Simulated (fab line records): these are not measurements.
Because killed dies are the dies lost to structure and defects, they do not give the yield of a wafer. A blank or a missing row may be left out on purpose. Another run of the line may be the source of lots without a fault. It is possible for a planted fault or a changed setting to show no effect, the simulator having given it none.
Chamber matching / flow n5 finfet / N5_SDB_ETCH_17 on rie diel-01: 4 sister chambers
The step etches SiARC in CF4, target depth 23.4 nm, time 39 s. 18 wafers are shown with their chamber, then 9 later ones without.

== WAFERS, EACH WITH ITS CHAMBER ==
wafer=L078.1; chamber=0; throttle valve pct (%)=15.85; showerhead plenum p Torr (Torr)=2.20; oes product au (a.u.)=0.60
wafer=L078.3; chamber=2; throttle valve pct (%)=15.84; showerhead plenum p Torr (Torr)=2.12; oes product au (a.u.)=0.62
wafer=L078.5; chamber=1; throttle valve pct (%)=15.16; showerhead plenum p Torr (Torr)=2.17; oes product au (a.u.)=0.78
wafer=L079.1; chamber=3; throttle valve pct (%)=15.73; showerhead plenum p Torr (Torr)=2.13; oes product au (a.u.)=0.62
wafer=L079.2; chamber=2; throttle valve pct (%)=15.83; showerhead plenum p Torr (Torr)=2.12; oes product au (a.u.)=0.63
wafer=L079.4; chamber=1; throttle valve pct (%)=15.17; showerhead plenum p Torr (Torr)=2.17; oes product au (a.u.)=0.78
wafer=L082.2; chamber=3; throttle valve pct (%)=15.73; showerhead plenum p Torr (Torr)=2.12; oes product au (a.u.)=0.62
wafer=L082.4; chamber=1; throttle valve pct (%)=15.20; showerhead plenum p Torr (Torr)=2.17; oes product au (a.u.)=0.77
wafer=L082.6; chamber=1; throttle valve pct (%)=15.19; showerhead plenum p Torr (Torr)=2.17; oes product au (a.u.)=0.77
wafer=L085.1; chamber=1; throttle valve pct (%)=15.19; showerhead plenum p Torr (Torr)=2.17; oes product au (a.u.)=0.76
wafer=L085.4; chamber=2; throttle valve pct (%)=15.85; showerhead plenum p Torr (Torr)=2.12; oes product au (a.u.)=0.61
wafer=L085.5; chamber=0; throttle valve pct (%)=15.88; showerhead plenum p Torr (Torr)=2.20; oes product au (a.u.)=0.59
wafer=L087.3; chamber=3; throttle valve pct (%)=15.75; showerhead plenum p Torr (Torr)=2.12; oes product au (a.u.)=0.61
wafer=L087.4; chamber=1; throttle valve pct (%)=15.21; showerhead plenum p Torr (Torr)=2.17; oes product au (a.u.)=0.74
wafer=L087.6; chamber=0; throttle valve pct (%)=15.87; showerhead plenum p Torr (Torr)=2.19; oes product au (a.u.)=0.58
wafer=L088.2; chamber=0; throttle valve pct (%)=15.89; showerhead plenum p Torr (Torr)=2.19; oes product au (a.u.)=0.58
wafer=L088.3; chamber=2; throttle valve pct (%)=15.85; showerhead plenum p Torr (Torr)=2.12; oes product au (a.u.)=0.61
wafer=L088.5; chamber=2; throttle valve pct (%)=15.86; showerhead plenum p Torr (Torr)=2.12; oes product au (a.u.)=0.62

SIGNATURES (averages over the wafers above)
reading=throttle valve pct; chamber 0=15.8725; chamber 1=15.1867; chamber 2=15.8460; chamber 3=15.7367; scatter within a chamber=0.0156
reading=showerhead plenum p Torr; chamber 0=2.1950; chamber 1=2.1700; chamber 2=2.1200; chamber 3=2.1233; scatter within a chamber=0.00345
reading=oes product au; chamber 0=0.5875; chamber 1=0.7667; chamber 2=0.6180; chamber 3=0.6167; scatter within a chamber=0.0112
Rule: a wafer's distance from a chamber is the root of the sum, over the readings, of the square of ((its reading less the chamber's mean) divided by the reading's scatter). If the next closest chamber is less than 2 further off than the closest, the wafer can't be placed; otherwise it belongs to the closest. The scatter: take each reading less its chamber's mean, square it, sum over the shown wafers, divide by the number of wafers less the number of chambers, and take the root.

== WAFERS WHOSE CHAMBER IS MISSING ==
wafer=L092.2; throttle valve pct (%)=15.22; showerhead plenum p Torr (Torr)=2.16; oes product au (a.u.)=0.74
wafer=L092.4; throttle valve pct (%)=15.77; showerhead plenum p Torr (Torr)=2.12; oes product au (a.u.)=0.60
wafer=L092.6; throttle valve pct (%)=15.22; showerhead plenum p Torr (Torr)=2.16; oes product au (a.u.)=0.74
wafer=L094.1; throttle valve pct (%)=15.24; showerhead plenum p Torr (Torr)=2.16; oes product au (a.u.)=0.74
wafer=L094.4; throttle valve pct (%)=15.90; showerhead plenum p Torr (Torr)=2.11; oes product au (a.u.)=0.60
wafer=L094.6; throttle valve pct (%)=15.79; showerhead plenum p Torr (Torr)=2.12; oes product au (a.u.)=0.59
wafer=L096.2; throttle valve pct (%)=15.90; showerhead plenum p Torr (Torr)=2.11; oes product au (a.u.)=0.60
wafer=L096.3; throttle valve pct (%)=15.38; showerhead plenum p Torr (Torr)=2.19; oes product au (a.u.)=0.82
wafer=L096.4; throttle valve pct (%)=15.24; showerhead plenum p Torr (Torr)=2.16; oes product au (a.u.)=0.72

== EACH ONE'S CHAMBER ==
wafer=L092.2; from the rows above=1; in truth=1
wafer=L092.4; from the rows above=3; in truth=3
wafer=L092.6; from the rows above=1; in truth=1
wafer=L094.1; from the rows above=1; in truth=1
wafer=L094.4; from the rows above=2; in truth=2
wafer=L094.6; from the rows above=can't be placed: 3 or 2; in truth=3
wafer=L096.2; from the rows above=2; in truth=2
wafer=L096.3; from the rows above=1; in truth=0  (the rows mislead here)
wafer=L096.4; from the rows above=1; in truth=1
Placed correctly: 7 of 9. These rows do not allow placing 1 (true chamber among the candidates in 1). Number placed wrongly: 1.
